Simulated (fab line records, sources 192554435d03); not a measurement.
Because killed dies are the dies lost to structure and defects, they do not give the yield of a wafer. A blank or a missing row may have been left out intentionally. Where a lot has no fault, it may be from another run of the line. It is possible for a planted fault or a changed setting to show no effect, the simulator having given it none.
fab line records -- flow n5Finfet
[record] lots = 7, wafers = 39
route steps=1938 shown FIN_SAQP@147 FIN_CUT@169 STI_FIN_REVEAL@200 DUMMY_GATE@228 SD_EPI_P@321 HKMG_FIN@386 MOL_CONTACT_COAG@559 BEOL_M4@1111
startH: hours from the record's first day to the start of the lot's first wafer shown -- waitH: hours since the lot's step before -- " as in the row above -- L1.1+2: several wafers, shown together as one row -- - either no value or no given start -- * or withheld: withheld -- < > ~ a bound
route shown NAME@n: names a module that has steps shown in the file, with the first one's number in the route -- usual: the fault-free wafers' mean and standard deviation -- same: alike in all rows -- chamber/n: place in a boat -- sites: each site's reading -- _std_site: standard deviation across them -- _edge_site: outer sites' mean less inner sites' -- radiusMm: for every site, how far away it sits from the centre of the wafer -- mask NAME#n: copy n -- behind: the tool/chamber that last shaped the wafer -- hold: why the lot went on hold/how many hours it stayed there/how the hold came to an end -- device: the n, p or np transistor that did not switch -- end of line: the same wafers' tests at the end of the route -- a step given without rows: its recipe and nothing more -- killed: count of dies lost to structure and defects at first sort (not the wafer's yield) -- map: shows each die of a wafer: x if killed, . if not, _ if none is there
set.NAME: the run value of the setting; set.NAME@STEP: its run value at that earlier step -- model.NAME: the simulator's own value behind a step, which no gauge read
one table per step and one row per wafer, for lots whose settings were changed on purpose
[[steps]]
[step N5_FIN_SAQP_FIN_ETCH_36]
[recipe] chemistry = HBr/Cl2/O2, targetDepthA = 1200, maskMaterial = SiNx, timeS = 50.4, biasW = 102, pressureMtorr = 10, icpW = 800, HBr_flow_sccm = 150, Cl2_flow_sccm = 80, O2_flow_sccm = 12
[step N5_FIN_CUT_ETCH_21]
[recipe] chemistry = N2/H2, target = SOC, targetDepthA = 2190, overetchA = 438, maskMaterial = SiARC, tempC = 40, ionEnergyEv = 100, biasW = 61, timeS = 523.5, pressureMtorr = 30, sourceW = 850, n2FlowSccm = 200, h2FlowSccm = 200
[step N5_STI_FIN_REVEAL_OXIDATION_31]
[recipe] chemistry = O2_PLASMA_REMOTE, tempC = 150, timeS = 20, pressureMtorr = 1000, sourcePowerW = 2000, o2FlowSccm = 3000
[step N5_DUMMY_GATE_EXPOSE_12]
[recipe] maskId = GATE, na = 0.33, sourceShape = annular, sigmaInner = 0.2, sigmaOuter = 0.6, polarization = unpolarized, targetCdNm = 25, doseMj = 34
[step N5_DUMMY_GATE_ETCH_42]
[recipe] chemistry = CHF3/O2, target = SiO2, targetDepthA = 35, timeS = 31, ionEnergyEv = 30, biasW = 12, pressureMtorr = 30, sourceW = 600, Ar_flow_sccm = 200, CHF3_flow_sccm = 50, O2_flow_sccm = 5
[step N5_SD_EPI_P_EPI_21]
[recipe] material = SiGe:B, dopant = B, tempC = 550, pressureTorr = 20, ambient = H2, timeS = 355
[step N5_HKMG_FIN_HK_ALD_01]
[recipe] material = HfO2, targetThkA = 16, tempC = withheld, aldPrecursorFamily = HfCl4, aldCoReactant = H2O, pulseTimeS = 3, purgeTimeS = 3, coReactantPurgeTimeS = 2.5, coReactantPulseTimeS = 0.3, aldCycles = 30
[step N5_HKMG_FIN_RTA_80]
[recipe] tempC = withheld, timeS = 2, ambient = N2, idleTempC = 600, rampUpCPerS = 150, rampDownCPerS = 60, coolToC = 600
[step N5_MOL_CONTACT_COAG_ALD_27]
[recipe] material = SiOC, targetThkA = 170, tempC = 400, aldPrecursorFamily = carbosiloxane, aldCoReactant = H2-plasma, pulseTimeS = 1.5, timeS = 2720, purgeTimeS = 2, coReactantPurgeTimeS = 2, aldCycles = 340, pressureTorr = 2
[step N5_BEOL_M4_RC_MEAS_101]
[usual] DIBL_N = 35.8/1.6, DIBL_P = 36.0/2.1, EOT_N = 10.53/0.094, EOT_P = 10.48/0.088, IGATE_N = 0.0127/0.0016, IGATE_P = 0.0038/0.0005, IOFF_P_LONG = 0.000108/9.6e-06, RS_SD_P = 66.0/1.2, VT_P_LONG = -275/3.1
lot.wafer,tool,chamber,startH,waitH,set.icpW@FIN_SAQP_FIN_ETCH_36,set.biasW@FIN_CUT_ETCH_21,set.timeS@STI_FIN_REVEAL_OXIDATION_31,set.doseMj@DUMMY_GATE_EXPOSE_12,set.biasW@DUMMY_GATE_ETCH_42,set.tempC@SD_EPI_P_EPI_21,set.aldCycles@HKMG_FIN_HK_ALD_01,set.timeS@HKMG_FIN_RTA_80,set.aldCycles@MOL_CONTACT_COAG_ALD_27,DIBL_N[mV/V],DIBL_P[mV/V],EOT_N,EOT_P,IGATE_N[nA/um],IGATE_P[nA/um],IOFF_P_LONG[nA/um],RS_SD_P[ohm/sq],VT_P_LONG[mV]
L075.1,prober-02,0,177.41,0.0,800,61,20,34,10.71,550,30,2,340,35.2,36.1,10.52,10.55,0.0125,0.0037,9.8e-05,66.7,-276
L075.2,prober-02,0,177.41,0.0,912.5,61,20,32.84,12,550,30,2.389,340,33.9,33.3,10.68,10.53,0.0111,0.0032,9e-05,66.8,-283
L075.3,prober-02,0,177.41,0.0,912.5,69.14,20,34,12,550,28,2.389,340,37.0,37.3,10.26,10.35,0.0252,0.0073,8.9e-05,66.6,-283
L075.4,prober-02,0,177.41,0.0,912.5,69.14,20,32.84,10.71,550,28,2,287,34.3,34.9,10.18,10.25,0.0287,0.0084,0.0001,67.0,-274
L075.5,prober-02,0,177.41,0.0,800,69.14,20,34,10.71,550,30,2.389,287,35.8,35.9,10.54,10.46,0.0140,0.0041,9.1e-05,66.0,-280
L075.6,prober-02,0,177.41,0.0,800,61,20,32.84,12,550,28,2,287,34.2,34.8,10.21,10.25,0.0304,0.0089,9.7e-05,66.4,-277
L079.1,prober-02,0,198.55,0.0,925.6,61,20,34,12,550,30,1.737,398,34.0,35.0,10.53,10.53,0.0115,0.0034,0.000124,66.0,-269
L079.2,prober-02,0,198.55,0.0,800,71.21,20,34,12,550,28,1.737,340,35.9,36.4,10.25,10.38,0.0236,0.0071,0.000123,66.2,-272
L079.3,prober-02,0,198.55,0.0,925.6,61,22.87,34,12,550,28,1.737,398,32.3,33.0,10.29,10.28,0.0266,0.0080,0.000115,65.9,-272
L079.4,prober-02,0,198.55,0.0,925.6,71.21,22.87,34,12,550,28,2,340,32.8,32.6,10.38,10.40,0.0258,0.0077,0.000106,66.5,-276
L079.5,prober-02,0,198.55,0.0,800,61,20,34,12,550,30,2,340,33.7,34.1,10.69,10.65,0.0109,0.0032,0.000105,65.9,-276
L079.6,prober-02,0,198.55,0.0,800,71.21,22.87,34,12,550,30,2,398,35.5,36.7,10.57,10.58,0.0105,0.0032,0.000112,66.7,-276
L081.1,prober-01,0,207.77,0.0,800,61,20,31.33,10.63,552.9,34,2.34,340,30.1,28.8,10.94,10.86,0.0029,0.0009,9.6e-05,64.0,-278
L081.2,prober-01,0,207.77,0.0,800,53.59,20,34,12,550,30,2.34,340,35.2,34.6,10.50,10.39,0.0131,0.0040,9.6e-05,68.5,-278
L081.3,prober-01,0,207.77,0.0,800,53.59,25.94,31.33,12,552.9,30,2.34,285,28.2,26.2,10.58,10.45,0.0116,0.0035,9.7e-05,65.2,-283
L081.4,prober-01,0,207.77,0.0,800,61,20,34,10.63,550,34,2,285,36.6,36.1,10.80,10.84,0.0031,0.0009,0.000109,68.4,-276
L081.5,prober-01,0,207.77,0.0,800,53.59,25.94,34,10.63,552.9,30,2,285,30.9,29.2,10.50,10.34,0.0139,0.0042,0.000109,64.9,-273
L081.6,prober-01,0,207.77,0.0,800,61,25.94,31.33,12,550,34,2,340,31.0,29.4,10.79,10.78,0.0037,0.0011,0.000105,69.1,-276
L090.1,prober-02,0,269.28,0.0,800,53.12,14.65,34,12,550,30,1.824,370,36.3,35.1,10.51,10.46,0.0138,0.0042,0.000121,67.1,-270
L090.2,prober-02,0,269.28,0.0,880.6,61,14.65,32.78,10.74,550,28,1.824,370,34.9,32.7,10.22,10.20,0.0356,0.0107,0.000115,66.0,-273
L090.3,prober-02,0,269.28,0.0,880.6,53.12,14.65,32.78,12,548,28,1.824,340,35.0,33.4,10.38,10.32,0.0262,0.0078,0.000111,70.3,-273
L090.4,prober-02,0,269.28,0.0,880.6,61,20,34,10.74,550,28,2,340,36.0,34.4,10.39,10.22,0.0257,0.0077,0.000104,66.2,-275
L090.5,prober-02,0,269.28,0.0,800,61,20,34,12,548,30,2,370,37.8,36.5,10.62,10.58,0.0125,0.0037,0.000105,69.6,-274
L090.6,prober-02,0,269.28,0.0,800,53.12,20,32.78,10.74,548,30,2,340,34.2,32.1,10.41,10.45,0.0138,0.0041,9.9e-05,70.4,-275
L094.1,prober-02,0,285.26,0.0,800,53.76,20,35.64,12,550,30,2.339,340,37.6,39.4,10.39,10.30,0.0159,0.0047,0.00011,66.2,-278
L094.2,prober-02,0,285.26,0.0,800,61,20,35.64,12,550,30,2.339,306,36.8,38.6,10.54,10.45,0.0130,0.0038,0.000103,65.3,-276
L094.3,prober-02,0,285.26,0.0,800,53.76,22.33,35.64,12,550,30,2,306,38.4,41.0,10.46,10.29,0.0158,0.0047,0.000107,65.2,-274
L094.4,prober-02,0,285.26,0.0,800,61,20,34,12,550,30,2,306,34.0,35.4,10.48,10.40,0.0143,0.0042,0.000109,65.3,-274
L094.5,prober-02,0,285.26,0.0,800,53.76,22.33,34,12,550,30,2.339,340,35.1,36.1,10.48,10.48,0.0127,0.0037,0.000101,64.5,-278
L094.6,prober-02,0,285.26,0.0,800,61,22.33,34,12,550,30,2,340,35.4,36.7,10.34,10.28,0.0182,0.0053,0.000116,65.4,-273
L096.2,prober-01,0,302.29,0.2,800,61,20,34,12,550,30,2,340,38.0,37.4,10.43,10.30,0.0160,0.0048,0.000103,65.7,-273
L096.4,prober-01,0,302.29,0.2,800,61,20,34,12,550,30,2,340,33.2,32.0,10.53,10.54,0.0115,0.0034,0.000103,66.2,-275
L096.5,prober-01,0,302.29,0.2,800,61,20,34,12,550,30,2,340,34.2,32.8,10.61,10.50,0.0126,0.0037,0.000102,65.8,-275
L097.1,prober-01,0,306.13,0.0,748.9,71.95,13.77,34,12,546.4,30,1.542,375,38.9,37.7,10.43,10.44,0.0132,0.0039,0.000112,71.6,-273
L097.2,prober-01,0,306.13,0.0,800,61,20,34,12,550,30,2,375,34.7,32.5,10.49,10.37,0.0126,0.0037,9.1e-05,65.1,-278
L097.3,prober-01,0,306.13,0.0,800,61,20,32.05,10.46,546.4,30,1.542,375,32.9,29.9,10.42,10.33,0.0154,0.0046,0.000117,70.9,-274
L097.4,prober-01,0,306.13,0.0,800,71.95,13.77,32.05,10.46,550,30,2,340,33.7,32.1,10.44,10.41,0.0112,0.0034,0.000101,66.7,-277
L097.5,prober-01,0,306.13,0.0,748.9,61,13.77,34,10.46,546.4,30,2,340,36.2,34.8,10.41,10.41,0.0136,0.0040,0.000105,71.4,-277
L097.6,prober-01,0,306.13,0.0,748.9,71.95,20,32.05,12,550,30,1.542,340,31.2,29.4,10.48,10.40,0.0125,0.0037,0.000108,65.8,-269
[[key]]
[split] step = N5_FIN_SAQP_FIN_ETCH_36, setting = icpW, statedAs = 800
response none clear
[split] step = N5_FIN_CUT_ETCH_21, setting = biasW, statedAs = 61
response none clear
[split] step = N5_STI_FIN_REVEAL_OXIDATION_31, setting = timeS, statedAs = 20
response none clear
[split] step = N5_DUMMY_GATE_EXPOSE_12, setting = doseMj, statedAs = 34
[response] step = N5_BEOL_M4_RC_MEAS_101, reading = DIBL_P, slope = +0.647, per = 1%, togetherWith = all, explained = 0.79
[response] step = N5_BEOL_M4_RC_MEAS_101, reading = DIBL_N, slope = +0.536, per = 1%, togetherWith = all, explained = 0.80
[split] step = N5_DUMMY_GATE_ETCH_42, setting = biasW, statedAs = 12
response none clear
[split] step = N5_SD_EPI_P_EPI_21, setting = tempC, statedAs = 550
[response] step = N5_BEOL_M4_RC_MEAS_101, reading = RS_SD_P, slope = -8.42, per = 1%, togetherWith = all, explained = 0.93
[split] step = N5_HKMG_FIN_HK_ALD_01, setting = aldCycles, statedAs = 30
[response] step = N5_BEOL_M4_RC_MEAS_101, reading = EOT_P, slope = +0.0332, per = 1%, togetherWith = all, explained = 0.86
[response] step = N5_BEOL_M4_RC_MEAS_101, reading = EOT_N, slope = +0.0353, per = 1%, togetherWith = all, explained = 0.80
[response] step = N5_BEOL_M4_RC_MEAS_101, reading = IGATE_P, slope = -0.000425, per = 1%, togetherWith = all, explained = 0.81
[response] step = N5_BEOL_M4_RC_MEAS_101, reading = IGATE_N, slope = -0.00141, per = 1%, togetherWith = all, explained = 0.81
[split] step = N5_HKMG_FIN_RTA_80, setting = timeS, statedAs = 2
[response] step = N5_BEOL_M4_RC_MEAS_101, reading = VT_P_LONG, slope = -0.299, per = 1%, togetherWith = all, explained = 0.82
[response] step = N5_BEOL_M4_RC_MEAS_101, reading = IOFF_P_LONG, slope = -6.33e-07, per = 1%, togetherWith = all, explained = 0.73
[split] step = N5_MOL_CONTACT_COAG_ALD_27, setting = aldCycles, statedAs = 340
response none clear
